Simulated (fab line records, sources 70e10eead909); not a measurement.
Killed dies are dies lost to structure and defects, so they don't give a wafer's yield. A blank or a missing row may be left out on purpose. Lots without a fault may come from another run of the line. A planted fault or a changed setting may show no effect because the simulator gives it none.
fab line records | flow nand_harc
record lots=6 wafers=18 last_day=24
route steps=1159 shown P_M1@315 P_M2@318 END@1159
lots that met no fault: from a run of the same line without faults
start_h: hours from the record's first day to the start of the lot's first wafer shown | wait_h: hours since the lot's step before | " the same as in the row above | L1.1+2: a row that stands for several wafers | - no value, or no start given | * or withheld: withheld | < > ~ a bound
route shown NAME@n: a module of which the file shows steps, and the number in the route of the first | usual: mean/standard deviation of fault-free wafers | same: alike in all rows | chamber/n: place in a boat | sites: the reading at each site | _std_site: their standard deviation | _edge_site: outer sites' mean less inner sites' | radius_mm: how far each site lies from the wafer's centre | mask NAME#n: copy n | behind: the tool/chamber that last shaped the wafer | hold: why the lot was held/for how many hours/how that ended | device: the transistor (n, p or np) that didn't switch | end of line: the same wafers' tests at the end of the route | a step without rows: its recipe alone | killed: dies lost to structure and defects at the first sort, not the wafer's yield | map: a wafer's dies, x killed, . not, _ none there
set.NAME: the setting as run; set.NAME@STEP: as run at that earlier step | model.NAME: the simulator's own value behind a step, which no gauge read
lots at some steps of the route; a table a step, a row a wafer
services: from which hour (start_h, from the record's first day; less than 0 if before it) a tool's chamber was out of use, for how many hours, and why
## steps
# step NHARC_P_M1_INSPECT_27
# usual raw_defect_count=325/130
# columns lot.wafer tool chamber start_h wait_h raw_defect_count
L977.4 defect_inspect-01 - 122.69 0.0 635
L977.5 " - " " 789
L977.6 " - " " 588
L988.2 defect_inspect-02 - 217.75 0.0 635
L988.4 " - " " 497
L988.6 " - " " 444
L987.1 defect_inspect-02 - 218.37 0.0 385
L987.3 " - " " 239
L987.4 " - " " 699
L990.3 defect_inspect-02 - 219.41 0.0 405
L990.5 " - " " 401
L990.6 " - " " 353
L995.2 defect_inspect-02 - 235.96 0.0 278
L995.5 " - " " 304
L995.6 " - " " 250
L998.4 defect_inspect-02 - 253.36 0.0 304
L998.5 " - " " 362
L998.6 " - " " 349
# step NHARC_P_M1_PRE_CLEAN_32
# recipe time_s=12 temp_c=370 rf_power_w=300 gas=NH3
# usual heater_power_w=624/65
# columns lot.wafer tool chamber start_h wait_h heater_power_w
L977.4 pecvd-01 0 122.80 0.1 509
L977.6 " 1 " " 635
L977.5 " 2 " " 603
L988.2 pecvd-03 1 217.82 0.1 744
L988.6 " 1 " " 741
L988.4 " 2 " " 607
L987.3 pecvd-02 1 218.63 0.3 601
L987.1 " 0 " " 734
L987.4 " 1 " " 592
L990.3 pecvd-01 1 219.48 0.1 671
L990.6 " 1 " " 665
L990.5 " 2 " " 566
L995.2 pecvd-03 2 236.04 0.1 625
L995.6 " 2 " " 612
L995.5 " 0 " " 526
L998.5 pecvd-02 1 253.47 0.1 576
L998.6 " 2 " " 651
L998.4 " 0 " " 715
# step NHARC_P_M1_DEP_33
# recipe target_thk_a=300 temp_c=370 target_thk_nm=30 pressure_torr=3 flow_sccm=200 rf_w=450 material=SiCN
# usual heater_power_w=572/64
# columns lot.wafer tool chamber start_h wait_h heater_power_w
L977.4 pecvd-01 0 122.97 0.2 559
L977.6 " 1 " " 591
L977.5 " 2 " " 497
L988.2 pecvd-03 1 217.90 0.1 565
L988.6 " 1 " " 571
L988.4 " 2 " " 548
L987.3 pecvd-02 1 218.71 0.1 469
L987.1 " 0 " " 705
L987.4 " 1 " " 468
L990.3 pecvd-01 1 219.56 0.1 558
L990.6 " 1 " " 568
L990.5 " 2 " " 542
L995.2 pecvd-03 2 236.15 0.1 580
L995.6 " 2 " " 582
L995.5 " 0 " " 496
L998.5 pecvd-02 1 253.64 0.2 493
L998.6 " 2 " " 535
L998.4 " 0 " " 720
# step NHARC_P_M2_DEP_00
# recipe target_thk_a=1825 target_thk_nm=182.5 temp_c=withheld pressure_torr=5 flow_sccm=200 rf_w=600 material=SiOC
# step NHARC_P_M2_DEHYDRATE_01
# recipe temp_c=150 time_s=120
# step NHARC_P_M2_HMDS_02
# recipe time_s=30
# step NHARC_P_M2_COAT_34
# recipe temp_c=200 time_s=65
# step NHARC_P_M2_COAT_03
# recipe spin_rpm=1500 resist_thk_nm=90
# step NHARC_P_M2_SOFTBAKE_04
# recipe temp_c=105 time_s=55
# step NHARC_P_M2_EBR_05
# step NHARC_P_M2_EXPOSE_06
# recipe na=1.35 target_cd_nm=170 dose_mj=80.78 mask_id=P_M2
# step NHARC_P_M2_PEB_07
# recipe peb_temp_c=100 peb_time_s=65
# usual exhaust_pa=45.0/0.9 heater_power_total_W=156.7/0.4 plate_temp_C=99.95/0.13
# columns lot.wafer tool chamber start_h wait_h exhaust_pa heater_power_total_W plate_temp_C
L977.4 litho_track-01 0 123.88 0.0 45.5 156.0 99.88
L977.5 " 0 " " 44.8 157.2 100.00
L977.6 " 0 " " 43.5 157.2 99.93
L988.2 litho_track-06 0 219.19 0.1 45.4 156.2 100.19
L988.4 " 0 " " 45.8 157.2 100.10
L988.6 " 0 " " 45.3 157.1 100.00
L987.1 litho_track-06 0 219.75 0.1 44.6 146.7 95.34
L987.3 " 0 " " 45.4 147.3 95.39
L987.4 " 0 " " 43.9 146.8 95.39
L990.3 litho_track-06 0 220.63 0.0 43.1 147.1 95.56
L990.5 " 0 " " 44.3 147.4 95.40
L990.6 " 0 " " 43.2 147.4 95.41
L995.2 litho_track-04 0 237.33 0.1 46.7 157.1 99.97
L995.5 " 0 " " 46.7 156.5 99.99
L995.6 " 0 " " 46.8 156.5 99.83
L998.4 litho_track-04 0 254.70 0.0 44.9 156.6 100.09
L998.5 " 0 " " 45.2 156.6 100.05
L998.6 " 0 " " 44.4 155.9 99.95
# step NHARC_P_M2_DEVELOP_08
# recipe develop_time_s=35 dev_temp_c=23
# step NHARC_P_M2_CD_MEAS_09
# recipe target_cd_nm=170 landing_energy_ev=500
# usual cd_nm=169.8/0.76
# columns lot.wafer tool chamber start_h wait_h cd_nm
L977.4 cd_sem-01 0 123.97 - 169.3
L977.5 " 0 " " 169.2
L977.6 " 0 " " 169.0
L988.2 cd_sem-03 0 219.27 - 170.2
L988.4 " 0 " " 169.6
L988.6 " 0 " " 169.2
L987.1 cd_sem-02 0 219.83 - 152.8
L987.3 " 0 " " 153.0
L987.4 " 0 " " 152.5
L990.3 cd_sem-03 0 220.71 - 156.9
L990.5 " 0 " " 155.2
L990.6 " 0 " " 156.1
L995.2 cd_sem-01 0 237.41 - 169.9
L995.5 " 0 " " 169.4
L995.6 " 0 " " 170.0
L998.4 cd_sem-02 0 254.78 - 170.1
L998.5 " 0 " " 168.8
L998.6 " 0 " " 169.4
# step NHARC_P_M2_OVL_MEAS_10
# recipe pitch_nm=340
# usual overlay_x_nm=0.2/0.81 overlay_y_nm=-0.1/0.93
# columns lot.wafer tool chamber start_h wait_h overlay_x_nm overlay_y_nm
L977.4 overlay-01 - 124.07 - 1.1 0.6
L977.5 " - " " 0.6 1.2
L977.6 " - " " 1.7 0.9
L988.2 overlay-01 - 219.35 - -0.2 0.0
L988.4 " - " " 0.4 -0.1
L988.6 " - " " 0.2 -0.7
L987.1 overlay-02 - 219.91 - 1.1 -0.8
L987.3 " - " " 0.9 -1.1
L987.4 " - " " 1.0 -1.2
L990.3 overlay-01 - 220.80 - -0.4 0.5
L990.5 " - " " -0.4 0.4
L990.6 " - " " 0.6 1.2
L995.2 overlay-01 - 237.50 - 0.2 -0.6
L995.5 " - " " 0.1 -0.7
L995.6 " - " " 0.2 -0.8
L998.4 overlay-01 - 254.86 - -0.9 0.7
L998.5 " - " " -0.6 0.9
L998.6 " - " " -0.4 0.7
# step NHARC_P_M2_INSPECT_11
# usual raw_defect_count=4.3/2.6
# columns lot.wafer tool chamber start_h wait_h raw_defect_count
L977.4 defect_inspect-01 - 124.12 0.1 1
L977.5 " - " " 4
L977.6 " - " " 5
L988.2 defect_inspect-01 - 219.39 0.0 8
L988.4 " - " " 6
L988.6 " - " " 12
L987.1 defect_inspect-02 - 219.95 0.0 2
L987.3 " - " " 5
L987.4 " - " " 8
L990.3 defect_inspect-01 - 220.83 0.0 6
L990.5 " - " " 6
L990.6 " - " " 8
L995.2 defect_inspect-01 - 237.55 0.1 8
L995.5 " - " " 4
L995.6 " - " " 1
L998.4 defect_inspect-02 - 254.90 0.0 3
L998.5 " - " " 4
L998.6 " - " " 3
# step NHARC_P_M2_DESCUM_14
# recipe time_s=3 o2_flow_sccm=200 ar_flow_sccm=0 bias_power_w=0 chemistry=O2
# usual drypump_motor_current_A=5.9/0.58 o2_flow_sccm=200.0/0.59 oes_product_au=1.001/0.011 rf_vpp_V=57.7/0.85 showerhead_plenum_p_Torr=1.89/0.062 throttle_valve_pct=11.310/0.0083
# columns lot.wafer tool chamber start_h wait_h drypump_motor_current_A o2_flow_sccm oes_product_au rf_hours_counter_h rf_vpp_V showerhead_plenum_p_Torr throttle_valve_pct model.P_M2.cd_nm
L977.4 rie_diel-03 2 124.18 0.1 6.0 201.0 0.996 3 58.0 1.92 11.313 169.1
L977.5 " 2 " " 6.0 200.0 1.008 - 57.7 1.92 11.308 169.3
L977.6 " 3 " " 6.9 200.7 1.013 - 57.9 1.84 11.286 169.9
L988.2 rie_diel-13 2 219.45 0.1 5.8 200.9 1.001 20 58.3 1.90 11.315 169.7
L988.4 " 1 " " 5.5 199.2 1.030 22 60.2 2.01 11.310 169.8
L988.6 " 3 " " 5.8 199.9 1.006 - 59.4 1.94 11.311 169.3
L987.1 rie_diel-13 2 220.13 0.2 5.8 199.9 1.002 20 56.4 1.90 11.305 151.8
L987.3 " 3 " " 5.8 200.2 1.013 17 57.2 1.94 11.316 153.1
L987.4 " 0 " " 5.7 199.4 0.999 13 55.3 1.78 11.306 152
L990.3 rie_diel-13 3 220.95 0.1 5.9 201.2 1.003 18 57.9 1.94 11.311 156.7
L990.6 " 3 " " 5.9 199.4 1.005 - 58.2 1.94 11.304 156.1
L990.5 " 0 " " 5.6 199.2 0.987 - 58.1 1.78 11.315 155.2
L995.2 rie_diel-03 3 237.61 0.1 6.9 199.8 1.008 1 58.3 1.84 11.303 171
L995.6 " 3 " " 6.8 199.6 1.020 - 57.8 1.84 11.320 171.3
L995.5 " 2 " " 6.0 198.9 0.986 - 56.5 1.91 11.326 169.3
L998.4 rie_diel-03 0 254.97 0.1 4.8 200.0 0.997 0 57.8 1.80 11.306 170.6
L998.6 " 3 " " 6.9 200.6 1.024 - 57.2 1.84 11.303 170.7
L998.5 " 0 " " 4.8 199.5 0.991 - 57.4 1.80 11.319 169.4
# step NHARC_P_M2_ETCH_35
# recipe target_depth_a=400 overetch_a=120 time_s=43.94 ion_energy_ev=200 n2_flow_sccm=150 h2_flow_sccm=150 ar_flow_sccm=0 rf_w=400 bias_w=150 chemistry=N2/H2
# usual drypump_motor_current_A=5.8/0.6 oes_product_au=1.000/0.011 rf_vpp_V=429.7/2.2 showerhead_plenum_p_Torr=2.01/0.069 throttle_valve_pct=14.172/0.0089
# columns lot.wafer tool chamber start_h wait_h drypump_motor_current_A oes_product_au rf_hours_counter_h rf_vpp_V showerhead_plenum_p_Torr throttle_valve_pct
L977.4 rie_diel-03 0 124.28 0.1 4.8 1.010 2 426.5 1.91 14.170
L977.6 " 1 " " 5.4 1.011 - 431.8 2.04 14.177
L977.5 " 2 " " 6.0 1.010 - 432.3 2.04 14.168
L988.2 rie_diel-13 0 219.54 0.1 5.7 0.999 13 426.8 1.89 14.172
L988.4 " 2 " " 5.8 1.003 20 430.8 2.03 14.184
L988.6 " 3 " " 5.8 1.005 - 432.0 2.07 14.155
L987.4 rie_diel-13 2 220.43 0.3 5.8 0.996 20 430.1 2.03 14.186
L987.1 " 0 " " 5.6 0.993 13 428.1 1.89 14.174
L987.3 " 1 " " 5.5 1.018 22 433.2 2.14 14.168
L990.3 rie_diel-13 0 221.04 0.1 5.7 1.002 14 426.5 1.89 14.159
L990.5 " 3 " " 5.8 1.002 - 430.6 2.07 14.171
L990.6 " 0 " " 5.7 1.012 - 426.9 1.89 14.162
L995.2 rie_diel-03 3 237.75 0.1 6.8 1.022 1 428.3 1.96 14.189
L995.6 " 3 " " 6.9 1.026 - 428.8 1.96 14.165
L995.5 " 2 " " 6.0 0.991 - 430.8 2.04 14.180
L998.4 rie_diel-03 0 255.05 0.1 4.8 0.994 0 427.1 1.91 14.172
L998.6 " 3 " " 6.9 1.027 - 429.3 1.96 14.144
L998.5 " 0 " " 4.8 0.981 - 427.7 1.91 14.172
# step NHARC_P_M2_ETCH_15
# recipe target_depth_a=1825 time_s=91.2 c4f8_flow_sccm=withheld ar_flow_sccm=400 rf_w=600 bias_w=300 chemistry=C4F8/Ar
# usual oes_product_au=0.948/0.021 rf_vpp_V=440.1/2.1
# columns lot.wafer tool chamber start_h wait_h oes_product_au rf_hours_counter_h rf_vpp_V
L977.4 rie_diel-03 2 - - 0.955 3 440.0
L977.6 " 1 " " 0.974 - 440.2
L977.5 " 2 " " 0.955 - 442.0
L988.4 rie_diel-13 3 - - 0.922 17 442.0
L988.2 " 0 " " 0.920 13 436.5
L988.6 " 2 " " 0.916 - 442.3
L987.4 rie_diel-13 0 - - 0.918 13 437.2
L987.1 " 2 " " 0.924 20 440.1
L987.3 " 3 " " 0.915 18 441.2
L990.3 rie_diel-13 3 - - 0.926 18 443.2
L990.6 " 2 " " 0.926 - 440.8
L990.5 " 3 " " 0.932 - 440.2
L995.2 rie_diel-03 3 237.87 0.1 0.969 1 440.1
L995.6 " 3 " " 0.974 - 438.4
L995.5 " 2 " " 0.950 - 441.1
L998.4 rie_diel-03 2 - - 0.973 2 442.3
L998.5 " 0 " " 0.948 - 437.1
L998.6 " 1 " " 0.958 - 441.3
# step NHARC_P_M2_CD_MEAS_16
# usual cd_nm=169.8/1.1
# columns lot.wafer tool chamber start_h wait_h cd_nm
L977.4 cd_sem-02 - 124.49 - 168.9
L977.5 " - " " 169.1
L977.6 " - " " 170.5
L988.2 cd_sem-01 - 219.86 - 169.6
L988.4 " - " " 169.5
L988.6 " - " " 169.2
L987.1 cd_sem-01 - 220.65 - 151.4
L987.3 " - " " 152.7
L987.4 " - " " 151.4
L990.3 cd_sem-03 - 221.26 - 156.4
L990.5 " - " " 155.3
L990.6 " - " " 155.6
L995.2 cd_sem-01 - 238.05 0.2 170.2
L995.5 " - " " 168.5
L995.6 " - " " 170.5
L998.4 cd_sem-01 - 255.27 - 170.3
L998.5 " - " " 168.9
L998.6 " - " " 170.4
# step NHARC_P_M2_STRIP_18
# recipe power_w=1000 n2_flow_sccm=150 h2_flow_sccm=150 ar_flow_sccm=0 bias_w=0 chemistry=N2/H2
# usual drypump_motor_current_A=5.8/0.59 oes_product_au=0.997/0.012 power_w=1000.1/2.7 rf_vpp_V=90.5/0.93 showerhead_plenum_p_Torr=2.01/0.063 throttle_valve_pct=14.172/0.0095
# columns lot.wafer tool chamber start_h wait_h drypump_motor_current_A oes_product_au power_w rf_hours_counter_h rf_vpp_V showerhead_plenum_p_Torr throttle_valve_pct
L977.4 rie_diel-03 1 124.58 0.1 5.4 1.012 1001.6 3 90.4 2.04 14.171
L977.6 " 0 " " 4.8 1.009 996.4 - 88.9 1.91 14.171
L977.5 " 1 " " 5.4 1.013 1001.7 - 91.6 2.04 14.156
L988.2 rie_diel-13 3 219.96 0.1 5.8 0.998 997.8 17 90.9 2.07 14.166
L988.4 " 1 " " 5.5 1.015 1003.3 22 92.0 2.14 14.170
L988.6 " 3 " " 5.8 1.004 1001.5 - 89.9 2.07 14.183
L987.3 rie_diel-06 1 220.82 0.2 5.1 0.981 997.2 43 90.7 2.03 14.183
L987.1 " 3 " " 6.4 0.994 1004.6 53 90.0 2.01 14.179
L987.4 " 3 " " 6.5 0.995 1004.6 - 90.3 2.01 14.180
L990.3 rie_diel-06 3 221.36 0.1 6.4 0.989 998.1 53 89.6 2.01 14.174
L990.6 " 3 " " 6.4 0.986 999.1 - 91.4 2.01 14.174
L990.5 " 1 " " 5.1 0.994 998.9 - 92.3 2.03 14.176
L995.2 rie_diel-03 3 238.12 0.1 6.9 1.028 997.0 2 90.0 1.96 14.178
L995.6 " 3 " " 6.8 1.027 1003.2 - 90.2 1.96 14.193
L995.5 " 2 " " 6.0 0.979 998.4 - 90.4 2.04 14.170
L998.4 rie_diel-03 0 255.36 0.1 4.8 1.004 997.9 0 89.7 1.91 14.176
L998.5 " 3 " " 6.8 1.021 998.0 - 89.8 1.96 14.172
L998.6 " 0 " " 4.8 0.984 995.9 - 90.7 1.91 14.170
# step NHARC_P_M2_ETCH_28
# recipe target_depth_a=300 over_etch_frac=0.3 time_s=72.99 ion_energy_ev=150 cf4_flow_sccm=50 n2_flow_sccm=100 ar_flow_sccm=150 rf_w=300 bias_w=100 chemistry=CF4/N2
# usual drypump_motor_current_A=5.9/0.59 oes_product_au=1.000/0.012 rf_vpp_V=313.7/1.5 showerhead_plenum_p_Torr=2.60/0.074 throttle_valve_pct=19.794/0.0087
# columns lot.wafer tool chamber start_h wait_h drypump_motor_current_A oes_product_au rf_hours_counter_h rf_vpp_V showerhead_plenum_p_Torr throttle_valve_pct model.P_M2.cd_nm
L977.4 rie_diel-03 1 - - 5.4 1.006 3 315.1 2.63 19.783 167.7
L977.6 " 3 " " 6.8 1.005 - 313.4 2.53 19.803 170.3
L977.5 " 0 " " 4.8 1.009 - 313.3 2.47 19.788 168.6
L988.2 rie_diel-13 3 - - 5.8 1.015 17 314.7 2.66 19.777 168.8
L988.4 " 2 " " 5.8 0.994 20 313.9 2.61 19.800 171.1
L988.6 " 0 " " 5.7 0.992 - 312.9 2.45 19.804 168.6
L987.1 rie_diel-06 0 - - 5.6 0.985 52 314.3 2.63 19.787 150.1
L987.3 " 3 " " 6.4 0.997 53 312.2 2.59 19.784 152.3
L987.4 " 1 " " 5.1 0.997 - 314.8 2.61 19.789 150.5
L990.3 rie_diel-06 1 - - 5.1 0.992 44 314.1 2.61 19.799 155.5
L990.5 " 3 " " 6.4 0.993 - 314.5 2.59 19.816 154.1
L990.6 " 1 " " 5.1 1.003 - 315.0 2.61 19.800 154.8
L995.2 rie_diel-03 2 238.52 0.3 6.0 0.989 2 316.2 2.63 19.794 170.2
L995.5 " 2 " " 6.0 0.992 - 314.2 2.63 19.791 169.4
L995.6 " 3 " " 6.8 1.018 - 312.0 2.53 19.772 169.9
L998.4 rie_diel-03 3 - - 6.9 1.021 2 314.2 2.53 19.802 170.7
L998.6 " 2 " " 6.0 0.993 - 314.1 2.63 19.788 171.4
L998.5 " 3 " " 6.9 1.024 - 312.9 2.53 19.798 168.8
# step NHARC_P_M2_STRIP_19
# recipe time_s=600 temp_c=30 chemistry=post_etch_residue_remover
# step NHARC_END_SORT_01
# recipe temp_c=25
# usual defect_limited_yield=95.1/1.6 killed_at_array=29/10 killed_at_other=0.7/1.1 killed_at_periphery=3.3/2.4 killed_dies=33/11 killed_open=3.3/2 killed_short=1.9/1.3 sort_bin_2_pct=1.5/0.67 sort_bin_3_pct=0.27/0.24 sort_bin_4_pct=3.1/1.1 sort_n_pass=644/11 sort_rim_yield_pct=97.1/2.1 sort_yield_pct=95.1/1.6
# same gross_dies=677 sort_bin_5_pct[%]=0 sort_bin_6_pct[%]=0 sort_bin_7_pct[%]=0 sort_bin_8_pct[%]=0 sort_rim_n_gross=106.00
# columns lot.wafer tool chamber start_h wait_h defect_limited_yield[%] killed_at_array killed_at_other killed_at_periphery killed_dies killed_open killed_short sort_bin_2_pct[%] sort_bin_3_pct[%] sort_bin_4_pct[%] sort_n_pass sort_rim_yield_pct[%] sort_yield_pct[%]
L977.4 prober-02 0 437.59 3.4 95.1 32 0 1 33 3 1 1.0 0.74 3.1 644 97.2 95.1
L977.5 prober-02 0 438.40 3.7 94.2 36 2 1 39 2 2 2.2 0.15 3.4 638 94.3 94.2
L977.6 prober-02 0 439.21 4.0 94.1 32 1 7 40 6 3 1.9 0.30 3.7 637 94.3 94.1
L988.2 prober-01 0 541.50 2.8 93.8 31 4 7 42 2 4 1.9 0.89 3.4 635 94.3 93.8
L988.4 prober-01 0 543.08 3.4 92.3 44 2 6 52 4 5 2.2 0.59 4.9 625 95.3 92.3
L988.6 prober-01 0 544.67 4.0 92.5 35 4 12 51 3 1 3.0 0.30 4.3 626 94.3 92.5
L987.1 prober-01 0 549.56 2.5 93.1 35 0 12 47 6 2 2.7 0.15 4.1 630 90.6 93.1
L987.3 prober-01 0 551.17 3.1 93.2 37 1 8 46 2 3 2.7 0 4.1 631 96.2 93.2
L987.4 prober-01 0 551.97 3.4 92.2 35 5 13 53 2 0 2.8 0 5.0 624 91.5 92.2
L990.3 prober-02 0 551.11 3.1 94.2 29 2 8 39 2 3 1.8 0.74 3.2 638 93.4 94.2
L990.5 prober-02 0 552.70 3.7 93.8 30 5 7 42 1 4 2.4 0 3.8 635 90.6 93.8
L990.6 prober-02 0 553.50 4.0 95.3 26 0 6 32 6 0 1.5 0.30 3.0 645 97.2 95.3
L995.2 prober-01 0 575.15 2.8 95.9 21 2 5 28 4 6 1.3 0.30 2.5 649 98.1 95.9
L995.5 prober-01 0 577.56 3.7 97.0 16 2 2 20 1 1 0.4 0 2.5 657 97.2 97.0
L995.6 prober-01 0 578.36 4.0 96.8 20 2 0 22 5 2 0.6 0.30 2.4 655 98.1 96.8
L998.4 prober-02 0 583.43 3.3 95.1 30 0 3 33 2 2 1.2 0.15 3.5 644 99.1 95.1
L998.5 prober-02 0 584.21 3.6 95.3 30 0 2 32 4 1 1.2 0.30 3.2 645 97.2 95.3
L998.6 prober-02 0 584.99 3.9 95.0 32 0 2 34 0 1 1.8 0.15 3.1 643 99.1 95.0
# killed by level:class
L977.4 A_SLIT:chamber_film_flake=11 A_CHANNEL_HOLE_D1:chamber_film_flake=10 A_STAIRCASE:chamber_film_flake=3 A_CONTACT:geometric_particle:open=2 A_CONTACT:chamber_film_flake=2 A_BONDPAD:chamber_film_flake=2 P_CONTACT:geometric_particle:open=1 A_CHANNEL_FILL_D1:geometric_particle:short=1
L977.5 A_SLIT:chamber_film_flake=12 A_CHANNEL_HOLE_D1:chamber_film_flake=11 A_WL_FILL:chamber_film_flake=4 A_STAIRCASE:chamber_film_flake=3 A_ONON_D1:geometric_particle:short=1 A_CHANNEL_FILL_D1:geometric_particle:short=1 A_CONTACT:geometric_particle:open=1 STARTING-WAFER:geometric_particle:open=1
L977.6 A_CHANNEL_HOLE_D1:chamber_film_flake=11 A_SLIT:chamber_film_flake=8 A_STAIRCASE:chamber_film_flake=3 A_ONON_D1:geometric_particle:open=2 A_CHANNEL_FILL_D1:geometric_particle:short=2 P_STI:chamber_film_flake=2 A_WL_FILL:chamber_film_flake=2 P_CONTACT:geometric_particle:open=1
L988.2 A_SLIT:chamber_film_flake=15 A_CHANNEL_HOLE_D1:chamber_film_flake=5 A_STAIRCASE:chamber_film_flake=4 A_CONTACT:chamber_film_flake=4 P_CONTACT:chamber_film_flake=3 THIN_TSV:chamber_film_flake=3 P_CONTACT:geometric_particle:short=1 P_M1:geometric_particle:open=1
L988.4 A_SLIT:chamber_film_flake=15 A_STAIRCASE:chamber_film_flake=8 A_CONTACT:chamber_film_flake=8 A_CHANNEL_HOLE_D1:chamber_film_flake=5 P_CONTACT:chamber_film_flake=4 A_WL_FILL:geometric_particle:short=2 THIN_TSV:chamber_film_flake=2 P_CONTACT:geometric_particle:short=1
L988.6 A_SLIT:chamber_film_flake=15 P_CONTACT:chamber_film_flake=9 A_CONTACT:chamber_film_flake=7 A_CHANNEL_HOLE_D1:chamber_film_flake=5 A_STAIRCASE:chamber_film_flake=4 THIN_TSV:chamber_film_flake=4 P_STI:chamber_film_flake=3 A_ONON_D1:geometric_particle:open=1
L987.1 A_CHANNEL_HOLE_D1:chamber_film_flake=13 A_SLIT:chamber_film_flake=13 P_M2:area_peb=8 A_ONON_D1:geometric_particle:open=3 A_WL_FILL:geometric_particle:short=2 P_M0:geometric_particle:open=1 A_CHANNEL_FILL_D1:geometric_particle:open=1 A_M1:geometric_particle:open=1
L990.3 A_CHANNEL_HOLE_D1:chamber_film_flake=23 P_GATE:chamber_film_flake=2 P_CONTACT:chamber_film_flake=2 A_STAIRCASE:chamber_film_flake=2 THIN_TSV:chamber_film_flake=2 P_GATE:geometric_particle:open=1 P_CONTACT:geometric_particle:short=1 P_CONTACT:geometric_particle:open=1
L987.3 A_SLIT:chamber_film_flake=19 A_CHANNEL_HOLE_D1:chamber_film_flake=11 P_M2:area_peb=5 A_M1:geometric_particle:short=2 A_CONTACT:chamber_film_flake=2 P_M0:geometric_particle:open=1 A_CHANNEL_FILL_D1:geometric_particle:short=1 A_CHANNEL_FILL_D1:geometric_particle:open=1
L987.4 A_CHANNEL_HOLE_D1:chamber_film_flake=13 A_SLIT:chamber_film_flake=11 A_CONTACT:chamber_film_flake=9 P_M2:area_peb=8 THIN_TSV:chamber_film_flake=5 P_M1:chamber_film_flake=2 P_CONTACT:geometric_particle:open=1 A_CONTACT:geometric_particle:open=1
L990.5 A_CHANNEL_HOLE_D1:chamber_film_flake=16 A_STAIRCASE:chamber_film_flake=6 THIN_TSV:chamber_film_flake=5 P_M2:area_peb=4 A_CONTACT:chamber_film_flake=3 A_M1:geometric_particle:short=2 P_GATE:chamber_film_flake=2 A_ONON_D1:geometric_particle:short=1
L990.6 A_CHANNEL_HOLE_D1:chamber_film_flake=14 A_CONTACT:chamber_film_flake=5 A_ONON_D1:geometric_particle:open=2 P_M1:chamber_film_flake=2 A_ZERO_WELL:chamber_film_flake=2 P_GATE:geometric_particle:open=1 P_M1:geometric_particle:open=1 A_M0:geometric_particle:open=1
L995.2 A_SLIT:chamber_film_flake=5 P_GATE:chamber_film_flake=4 A_ONON_D1:geometric_particle:short=3 A_CHANNEL_HOLE_D1:chamber_film_flake=3 A_CONTACT:chamber_film_flake=3 THIN_TSV:chamber_film_flake=2 P_M0:geometric_particle:open=1 A_ONON_D1:geometric_particle:open=1
L995.5 A_CHANNEL_HOLE_D1:chamber_film_flake=7 A_CONTACT:chamber_film_flake=3 A_SLIT:chamber_film_flake=2 THIN_TSV:chamber_film_flake=2 A_WL_FILL:geometric_particle:short=1 A_M1:geometric_particle:open=1 P_STI:chamber_film_flake=1 P_CONTACT:chamber_film_flake=1
L995.6 A_CHANNEL_HOLE_D1:chamber_film_flake=7 A_SLIT:chamber_film_flake=3 A_CONTACT:chamber_film_flake=3 A_CONTACT:geometric_particle:open=2 A_M0:geometric_particle:open=2 THIN_TSV:chamber_film_flake=2 A_WL_FILL:geometric_particle:short=1 A_ONON_D1:geometric_particle:short=1
L998.4 A_SLIT:chamber_film_flake=18 A_CHANNEL_HOLE_D1:chamber_film_flake=3 A_CONTACT:chamber_film_flake=3 A_WL_FILL:chamber_film_flake=2 P_CONTACT:geometric_particle:short=1 A_SOURCE_PLATE:geometric_particle:short=1 A_ONON_D1:geometric_particle:open=1 A_M1:geometric_particle:open=1
L998.5 A_SLIT:chamber_film_flake=14 A_CHANNEL_HOLE_D1:chamber_film_flake=5 A_CONTACT:geometric_particle:open=3 P_ZERO_WELL:chamber_film_flake=2 A_STAIRCASE:chamber_film_flake=2 A_WL_FILL:chamber_film_flake=2 A_CONTACT:chamber_film_flake=2 A_M0:geometric_particle:short=1
L998.6 A_SLIT:chamber_film_flake=20 A_STAIRCASE:chamber_film_flake=4 A_CHANNEL_HOLE_D1:chamber_film_flake=3 P_ZERO_WELL:chamber_film_flake=2 A_CHANNEL_FILL_D1:chamber_film_flake=2 A_CHANNEL_FILL_D1:geometric_particle:short=1 A_WL_FILL:chamber_film_flake=1 A_CONTACT:chamber_film_flake=1
## services
# columns tool chamber start_h hours kind
rie_diel-13 - 99.03 9.0 pm
pecvd-03 - 111.15 13.0 pm
rie_diel-13 2 113.36 9.5 repair
rie_diel-03 1 115.56 4.0 repair
litho_track-06 - 117.00 7.0 pm
rie_diel-03 0 120.80 - clean
rie_diel-03 1 120.80 - clean
rie_diel-13 3 124.27 5.6 repair
litho_track-04 - 141.00 7.0 pm
pecvd-02 - 153.52 13.0 pm
rie_diel-13 0 175.66 35.2 repair
rie_diel-13 3 195.00 8.4 repair
rie_diel-06 1 197.92 2.2 repair
pecvd-02 1 197.95 8.0 repair
rie_diel-06 1 200.69 9.4 repair
rie_diel-06 2 213.47 15.6 repair
rie_diel-03 - 215.30 9.0 pm
rie_diel-13 2 230.15 8.7 repair
pecvd-02 - 232.55 0.5 repair
pecvd-01 - 237.04 13.0 pm
pecvd-02 - 238.09 0.9 repair
rie_diel-06 - 241.28 9.0 pm
pecvd-02 - 246.98 1.1 repair
rie_diel-03 3 253.44 1.3 repair
## key
first_sign step=NHARC_P_M2_PEB_07 reading=plate_temp_C direction=down sigmas=34 usual=* struck=*
effect step=NHARC_P_M2_PEB_07 reading=heater_power_total_W direction=down sigmas=24 usual=* struck=*
effect step=NHARC_P_M2_CD_MEAS_09 reading=cd_nm direction=down sigmas=20 usual=169.8 struck=154.4 through=control_loop
effect step=NHARC_P_M2_CD_MEAS_16 reading=cd_nm direction=down sigmas=15 usual=169.8 struck=153.8 through=control_loop
effect step=NHARC_END_SORT_01 reading=killed_at_periphery direction=up sigmas=2.4 usual=3.3 struck=9 wafers_moved=3
model_effect step=NHARC_P_M2_DESCUM_14 value=P_M2.cd_nm without=169.8 struck=154.2
model_effect step=NHARC_P_M2_ETCH_28 value=P_M2.cd_nm without=168.6 struck=152.9
met_at NHARC_P_M2_PEB_07
struck_wafers L987.1,L987.3,L987.4,L990.3,L990.5,L990.6
loop_trim step=NHARC_P_M2_EXPOSE_06 setting=dose lots=L990
onset_between 219.19 219.75
fault kind=process_parameter_drift tool=litho_track-06 chamber=- onset_h=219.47 steps=NHARC_P_M2_PEB_07 channel=peb_temp_c offset=* shape=step end_h=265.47 acts_in=* stated=*
# loop_trim: a control loop set the setting to another value than it would have without faults
